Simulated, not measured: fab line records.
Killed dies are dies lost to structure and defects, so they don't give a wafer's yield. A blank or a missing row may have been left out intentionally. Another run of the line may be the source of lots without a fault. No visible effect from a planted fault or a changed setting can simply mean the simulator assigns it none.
The tool behind it: which one?	flow nandHarc	27 wafers from 9 lots sampled at 6 of the route's 1302 steps

WHAT THE GAUGES READ, wafer by wafer
NHARC_END_WLT_00. Usual: VT_DECK1_BOTTOM 0.872, standard deviation 0.0072; VT_DECK1_BOTTOM_INNER 0.871, standard deviation 0.0062; VT_DECK1_MEDIAN_NEAR_BOTTOM 0.872, standard deviation 0.0069; VT_DECK1_MEDIAN_NEAR_BOTTOM_INNER 0.872, standard deviation 0.0067; VT_DECK1_MIDDLE 0.885, standard deviation 0.0067; VT_DECK1_MIDDLE_INNER 0.885, standard deviation 0.0068; VT_DECK1_TOP 0.897, standard deviation 0.0075; VT_DECK1_TOP_INNER 0.896, standard deviation 0.0071; VT_DECK2_BOTTOM 0.871, standard deviation 0.0066; VT_DECK2_BOTTOM_INNER 0.871, standard deviation 0.006; VT_DECK2_MEDIAN_NEAR_BOTTOM 0.872, standard deviation 0.0072; VT_DECK2_MEDIAN_NEAR_BOTTOM_INNER 0.872, standard deviation 0.0066; VT_DECK2_MIDDLE 0.884, standard deviation 0.0075; VT_DECK2_MIDDLE_INNER 0.884, standard deviation 0.0067; VT_DECK2_TOP 0.896, standard deviation 0.007; VT_DECK2_TOP_INNER 0.895, standard deviation 0.0072.
lot	measured	on	VT_DECK1_BOTTOM	VT_DECK1_BOTTOM_INNER	VT_DECK1_MEDIAN_NEAR_BOTTOM	VT_DECK1_MEDIAN_NEAR_BOTTOM_INNER	VT_DECK1_MIDDLE	VT_DECK1_MIDDLE_INNER	VT_DECK1_TOP	VT_DECK1_TOP_INNER	VT_DECK2_BOTTOM	VT_DECK2_BOTTOM_INNER	VT_DECK2_MEDIAN_NEAR_BOTTOM	VT_DECK2_MEDIAN_NEAR_BOTTOM_INNER	VT_DECK2_MIDDLE	VT_DECK2_MIDDLE_INNER	VT_DECK2_TOP	VT_DECK2_TOP_INNER	flag
L961	day 25 12:38	prober-02	0.873 0.878 0.877	0.874 0.877 0.875	0.876 0.876 0.869	0.870 0.878 0.871	0.882 0.886 0.889	0.889 0.891 0.895	0.897 0.898 0.889	0.903 0.900 0.896	0.869 0.878 0.867	0.872 0.879 0.874	0.883 0.865 0.871	0.871 0.879 0.865	0.886 0.891 0.884	0.888 0.891 0.890	0.891 0.897 0.900	0.900 0.897 0.898	
L967	day 27 20:43	prober-01	0.873 0.879 0.881	0.871 0.871 0.876	0.875 0.871 0.875	0.873 0.872 0.879	0.885 0.890 0.890	0.882 0.887 0.889	0.892 0.905 0.904	0.893 0.899 0.899	0.866 0.873 0.870	0.870 0.867 0.865	0.861 0.869 0.861	0.868 0.863 0.863	0.878 0.889 0.875	0.889 0.882 0.879	0.890 0.893 0.895	0.887 0.887 0.887	
L968	day 28 08:22	prober-01	0.864 0.861 0.863	0.865 0.872 0.876	0.871 0.870 0.868	0.865 0.866 0.870	0.883 0.884 0.882	0.881 0.877 0.883	0.885 0.886 0.889	0.885 0.887 0.898	0.870 0.873 0.863	0.862 0.868 0.872	0.867 0.868 0.860	0.864 0.866 0.863	0.881 0.879 0.874	0.876 0.874 0.877	0.883 0.884 0.894	0.892 0.886 0.884	
L970	day 28 20:17	prober-02	0.872 0.872 0.873	0.874 0.874 0.872	0.871 0.879 0.874	0.875 0.879 0.876	0.882 0.889 0.894	0.889 0.890 0.880	0.905 0.897 0.905	0.895 0.899 0.899	0.872 0.876 0.874	0.871 0.877 0.871	0.875 0.870 0.873	0.870 0.871 0.868	0.885 0.877 0.883	0.881 0.888 0.889	0.899 0.890 0.895	0.894 0.899 0.892	
L969	day 28 20:14	prober-01	0.882 0.876 0.873 0.878 0.880 0.875	0.872 0.876 0.873 0.878 0.873 0.882	0.884 0.877 0.872 0.874 0.878 0.877	0.876 0.875 0.881 0.874 0.872 0.883	0.883 0.874 0.888 0.891 0.890 0.887	0.892 0.890 0.886 0.893 0.891 0.888	0.896 0.901 0.899 0.896 0.899 0.900	0.888 0.901 0.901 0.887 0.896 0.903	0.860 0.860 0.860 0.874 0.864 0.870	0.862 0.867 0.868 0.866 0.870 0.870	0.874 0.870 0.864 0.862 0.867 0.871	0.866 0.864 0.867 0.868 0.870 0.872	0.874 0.873 0.883 0.882 0.878 0.870	0.877 0.879 0.886 0.884 0.871 0.875	0.881 0.889 0.890 0.892 0.887 0.896	0.893 0.887 0.897 0.884 0.888 0.883	
L979	day 32 05:38	prober-01	0.875 0.861 0.862	0.868 0.858 0.867	0.868 0.867 0.859	0.869 0.861 0.864	0.880 0.878 0.877	0.884 0.874 0.877	0.887 0.895 0.894	0.894 0.890 0.894	0.884 0.873 0.880	0.876 0.872 0.881	0.884 0.886 0.882	0.884 0.877 0.876	0.897 0.891 0.895	0.893 0.884 0.899	0.892 0.903 0.897	0.903 0.897 0.896	
L980	day 33 08:41	prober-02	0.885 0.876 0.870	0.879 0.868 0.876	0.877 0.880 0.870	0.872 0.879 0.875	0.893 0.892 0.896	0.896 0.891 0.883	0.903 0.894 0.897	0.892 0.906 0.900	0.876 0.882 0.873	0.874 0.877 0.878	0.867 0.881 0.877	0.878 0.883 0.881	0.892 0.885 0.895	0.888 0.893 0.897	0.904 0.901 0.896	0.905 0.904 0.909	
L981	day 33 17:41	prober-01	0.882 0.876 0.877	0.876 0.874 0.879	0.880 0.872 0.888	0.883 0.879 0.885	0.888 0.884 0.882	0.890 0.896 0.890	0.910 0.904 0.900	0.904 0.902 0.895	0.869 0.857 0.867	0.870 0.863 0.867	0.871 0.862 0.874	0.867 0.872 0.873	0.876 0.877 0.879	0.883 0.879 0.876	0.890 0.886 0.896	0.882 0.890 0.891	
L982	day 33 17:12	prober-02	0.879 0.878 0.875	0.877 0.879 0.877	0.870 0.877 0.879	0.874 0.879 0.873	0.887 0.891 0.894	0.896 0.882 0.887	0.896 0.905 0.893	0.900 0.900 0.903	0.866 0.861 0.866	0.859 0.868 0.867	0.871 0.863 0.861	0.872 0.872 0.873	0.881 0.880 0.889	0.878 0.886 0.879	0.894 0.897 0.893	0.892 0.892 0.896	

NHARC_END_SORT_01. Usual: defectLimitedYield is 91.2 % with standard deviation 2.5, killedAtArray is 55 with standard deviation 17, killedAtOther is 1.1 with standard deviation 1.4, killedAtPeriphery is 3.9 with standard deviation 3, killedDies is 59 with standard deviation 17, killedOpen is 3.5 with standard deviation 2, and killedShort is 2.6 with standard deviation 1.6.
lot	measured	on	defectLimitedYield (%)	killedAtArray	killedAtOther	killedAtPeriphery	killedDies	killedOpen	killedShort	flag
L961	day 25 15:55	prober-02	87.9 90.3 90.0	79 61 67	0 0 0	3 5 1	82 66 68	1 5 2	3 6 1	
L967	day 27 23:43	prober-01	95.6 93.2 92.9	26 40 43	2 3 1	2 3 4	30 46 48	5 6 2	3 4 3	
L968	day 28 11:58	prober-01	81.1 81.8 82.0	59 49 49	66 71 71	3 3 2	128 123 122	3 1 0	3 4 6	OFF
L970	day 28 23:37	prober-01	83.2 81.7 80.9	47 55 60	63 66 65	4 3 4	114 124 129	1 4 1	1 3 3	OFF
L969	day 29 04:22	prober-02	88.0 88.2 86.4	8 17 18	70 62 72	3 1 2	81 80 92	4 1 3	0 2 1	OFF
L979	day 32 08:38	prober-01	92.8 95.1 95.1	45 32 27	1 0 0	3 1 6	49 33 33	7 1 5	3 4 1	
L980	day 33 11:46	prober-02	91.7 90.5 89.8	53 52 55	0 1 3	3 11 11	56 64 69	2 1 4	2 3 5	
L981	day 33 20:57	prober-01	89.1 90.5 91.4	68 58 57	4 1 0	2 5 1	74 64 58	4 0 3	0 3 2	
L982	day 33 20:11	prober-02	90.3 91.4 91.3	61 53 54	0 2 2	5 3 3	66 58 59	5 4 3	1 1 3	

EACH LOT AND THE TOOL THAT RAN IT (in order: tool; ch and the chambers of the sampled wafers; start)
lot	NHARC_A_BONDPAD_ETCH_24	NHARC_A_BONDPAD_ANNEAL_28	NHARC_THIN_TSV_STRIP_45	NHARC_THIN_TSV_DEGAS_49
L961	rieDiel-03 ch 0,2,3, day 24 13:05 or earlier	rtpAnneal-02 ch 0, day 24 13:05	plasmaAsher-01 ch 0,1, day 25 01:24	pvdSputter-02, day 25 03:05
L967	rieDiel-03 ch 0,2, day 26 19:22 or earlier	rtpAnneal-01 ch 0, day 26 19:22	plasmaAsher-01 ch 1, day 27 09:44	pvdSputter-02, day 27 11:26
L968	rieDiel-03 ch 0,1, day 27 02:43 or earlier	rtpAnneal-02 ch 0, day 27 02:43	plasmaAsher-01 ch 0,1, day 27 17:30	pvdSputter-01, day 27 19:08
L970	rieDiel-04 ch 1,2, day 27 14:10 or earlier	rtpAnneal-01 ch 0, day 27 14:10	plasmaAsher-01 ch 0,1, day 28 05:41	pvdSputter-03, day 28 07:30
L969	rieDiel-08 ch 0,1,3, day 27 16:05 or earlier	rtpAnneal-02 ch 0, day 27 16:05	plasmaAsher-01 ch 0, day 28 04:42	pvdSputter-03, day 28 06:32
L979	rieDiel-03 ch 0,1,3, day 31 03:54 or earlier	rtpAnneal-02 ch 0, day 31 03:54	plasmaAsher-02 ch 0,1, day 31 18:41	pvdSputter-03, day 31 20:25
L980	rieDiel-03 ch 0,1,3, day 32 04:21 or earlier	rtpAnneal-01 ch 0, day 32 04:21	plasmaAsher-02 ch 0,1, day 32 21:18	pvdSputter-03, day 32 23:00
L981	rieDiel-03 ch 0,1,3, day 32 12:54 or earlier	rtpAnneal-01 ch 0, day 32 12:54	plasmaAsher-01 ch 1, day 33 04:41	pvdSputter-02, day 33 06:26
L982	rieDiel-03 ch 0,1,2, day 32 13:39 or earlier	rtpAnneal-01 ch 0, day 32 13:39	plasmaAsher-01 ch 0,1, day 33 05:47	pvdSputter-02, day 33 07:33
- NHARC_A_BONDPAD_ETCH_24: etches the open film in CF4/N2, target depth 30 nm, time 72.99 s.
- NHARC_A_BONDPAD_ANNEAL_28: time 90 s.
- NHARC_THIN_TSV_STRIP_45: strips in O2.
- NHARC_THIN_TSV_DEGAS_49: time 120 s.

WHAT THE TOOLS THEMSELVES READ (means of the sampled wafers that have a number; where no wafer has one, the mark that the record gives instead)
NHARC_A_BONDPAD_ETCH_24. Usual: drypumpMotorCurrentA 5.8 A, standard deviation 0.35; oesProductAu 0.999 a.u., standard deviation 0.0065; rfVppV 314.0 V, standard deviation 2.3; showerheadPlenumPTorr 2.61 Torr, standard deviation 0.12; throttleValvePct 19.794 %, standard deviation 0.0087.
lot	tool	drypumpMotorCurrentA (A)	oesProductAu (a.u.)	rfVppV (V)	showerheadPlenumPTorr (Torr)	throttleValvePct (%)	flag
L961	rieDiel-03	5.7	1.003	314.0	2.64	19.792	
L967	rieDiel-03	5.9	1.010	315.6	2.66	19.788	
L968	rieDiel-03	5.8	0.998	312.0	2.49	19.801	
L970	rieDiel-04	5.7	0.993	314.2	2.62	19.792	
L969	rieDiel-08	5.5	1.001	316.0	2.69	19.784	
L979	rieDiel-03	5.8	0.997	313.2	2.57	19.793	
L980	rieDiel-03	5.8	0.997	313.3	2.57	19.793	
L981	rieDiel-03	5.8	0.993	312.7	2.57	19.792	
L982	rieDiel-03	5.9	0.994	313.4	2.58	19.795	

NHARC_A_BONDPAD_ANNEAL_28. Usual: annealTempCMax 226.13, standard deviation 0.29; wafer_temp_C_max 225.77, standard deviation 0.29.
lot	tool	annealTempCMax	wafer_temp_C_max	flag
L961	rtpAnneal-02	225.93	225.98	
L967	rtpAnneal-01	225.99	225.53	
L968	rtpAnneal-02	225.97	226.29	
L970	rtpAnneal-01	225.99	225.69	
L969	rtpAnneal-02	225.94	226.11	
L979	rtpAnneal-02	225.89	225.86	
L980	rtpAnneal-01	226.40	225.76	
L981	rtpAnneal-01	226.36	225.44	
L982	rtpAnneal-01	226.23	225.47	

NHARC_THIN_TSV_STRIP_45. Usual: drypumpMotorCurrentA 5.3 A, standard deviation 0.39; heaterPowerW 333 W, standard deviation 23; tempC 249.99 C, standard deviation 0.16.
lot	tool	drypumpMotorCurrentA (A)	heaterPowerW (W)	tempC (C)	flag
L961	plasmaAsher-01	5.0	309	250.03	
L967	plasmaAsher-01	4.6	313	250.13	
L968	plasmaAsher-01	5.3	318	249.90	
L970	plasmaAsher-01	5.3	318	249.91	
L969	plasmaAsher-01	5.7	309	250.02	
L979	plasmaAsher-02	5.4	361	249.79	
L980	plasmaAsher-02	5.4	344	250.10	
L981	plasmaAsher-01	4.6	337	250.00	
L982	plasmaAsher-01	5.3	327	250.10	

NHARC_THIN_TSV_DEGAS_49. Usual: heaterPowerW at 442 W, with a standard deviation of 38.
lot	tool	heaterPowerW (W)	flag
L961	pvdSputter-02	415	
L967	pvdSputter-02	418	
L968	pvdSputter-01	460	
L970	pvdSputter-03	471	
L969	pvdSputter-03	451	
L979	pvdSputter-03	436	
L980	pvdSputter-03	433	
L981	pvdSputter-02	424	
L982	pvdSputter-02	420	

THE ANSWER, worked out from the rows above alone
Rule: a lot is off if the mean of its wafers that have a number lies more than 3 standard deviations from the usual mean. Also off: a lot with no number at a reading for which 4 or more lots have one. Any other lot the step has rows for is counted as sound. After the gauges, taken in route order, come the tools' own readings; for these a lot's mean is taken, as printed above. The first step at which some lot is off is used, and at that step the reading that is off furthest; a lot without a number counts as furthest.
Off at NHARC_END_SORT_01 (killedAtOther): L968, L970, L969.
If a tool, at a process step before that reading, ran all the lots that are off and no sound lot after the first of them, it fits. Those tools and the gauges at NHARC_END_SORT_01 are tried in the same way. NHARC_A_BONDPAD_ETCH_24: start missing for some lots; hours and lot order therefore follow NHARC_A_BONDPAD_ANNEAL_28. None of those tried fits.

WHAT HAD BEEN PUT IN BY THE SIMULATOR
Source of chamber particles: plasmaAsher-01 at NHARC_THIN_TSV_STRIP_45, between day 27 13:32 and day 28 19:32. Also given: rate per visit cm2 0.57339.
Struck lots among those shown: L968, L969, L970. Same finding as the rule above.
